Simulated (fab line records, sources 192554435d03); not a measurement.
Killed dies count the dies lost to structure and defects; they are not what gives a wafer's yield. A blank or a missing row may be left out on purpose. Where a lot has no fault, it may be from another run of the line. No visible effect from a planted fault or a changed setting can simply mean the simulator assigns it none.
Matching of chambers -- flow n5_finfet -- N5_ILD0_CMP_12 on cmp-04 has 4 sister chambers
The step polishes SiNx, stops on poly-Si, t overpolish 6 s, target thk 17.67 nm. 14 wafers are shown with their chamber, then 7 later ones without.

== WAFERS, EACH WITH ITS CHAMBER ==
wafer,chamber,motor_current_A (A),time_to_endpoint_s (s),edge_zone_pressure_frac
L567.3,3,9.0,28.6,1.001
L567.4,2,9.2,24.9,1.002
L567.6,3,9.0,31.3,0.996
L568.3,3,9.4,31.1,1.001
L568.4,0,9.6,26.8,1.005
L568.6,3,9.7,32.0,0.997
L573.1,0,9.3,24.4,0.999
L573.3,3,9.3,30.9,1.001
L573.6,1,8.3,24.5,0.994
L576.2,2,9.1,25.5,0.994
L576.4,3,9.0,29.9,0.997
L576.6,2,9.0,27.5,0.989
L580.1,2,9.1,30.7,0.994
L580.2,0,9.1,28.0,0.997

SIGNATURES (means of the wafers above)
reading,chamber 0,chamber 1,chamber 2,chamber 3,scatter within a chamber
motor_current_A,9.333,8.300,9.100,9.233,0.237
time_to_endpoint_s,26.400,24.500,27.150,30.633,1.86
edge_zone_pressure_frac,1.00033,0.99400,0.99475,0.99883,0.00388
Rule: a wafer lies at a distance from a chamber equal to the root of the sum of squares, over the readings, of (its reading less the chamber's mean, divided by the reading's scatter). If the next closest chamber is less than 2 further off than the closest, the wafer can't be placed; otherwise it belongs to the closest. How the scatter is found: for the shown wafers, subtract from each reading the mean of its chamber, square and add these, divide the total by (wafers less chambers), then take the root.

== WAFERS WITH NO CHAMBER GIVEN ==
wafer,motor_current_A (A),time_to_endpoint_s (s),edge_zone_pressure_frac
L580.5,9.2,27.6,1.001
L581.3,9.1,26.6,1.001
L581.4,9.7,24.5,1.008
L581.5,9.4,28.2,0.999
L585.1,8.6,26.7,1.006
L585.4,9.2,25.7,1.003
L585.5,9.8,26.1,1.005

== WHICH CHAMBER EACH WENT THROUGH ==
wafer,from the rows above,in truth
L580.5,can't be placed: 0 or 2 or 3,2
L581.3,can't be placed: 0 or 2 or 3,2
L581.4,can't be placed: 0 or 2 or 3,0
L581.5,can't be placed: 0 or 3 or 2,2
L585.1,can't be placed: 0 or 1 or 2 or 3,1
L585.4,can't be placed: 0 or 2 or 3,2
L585.5,can't be placed: 0 or 3 or 2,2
0 of 7 placed correctly. Can't be placed from these rows: 7 (the true chamber is among the candidates in 7). 0 placed wrongly.
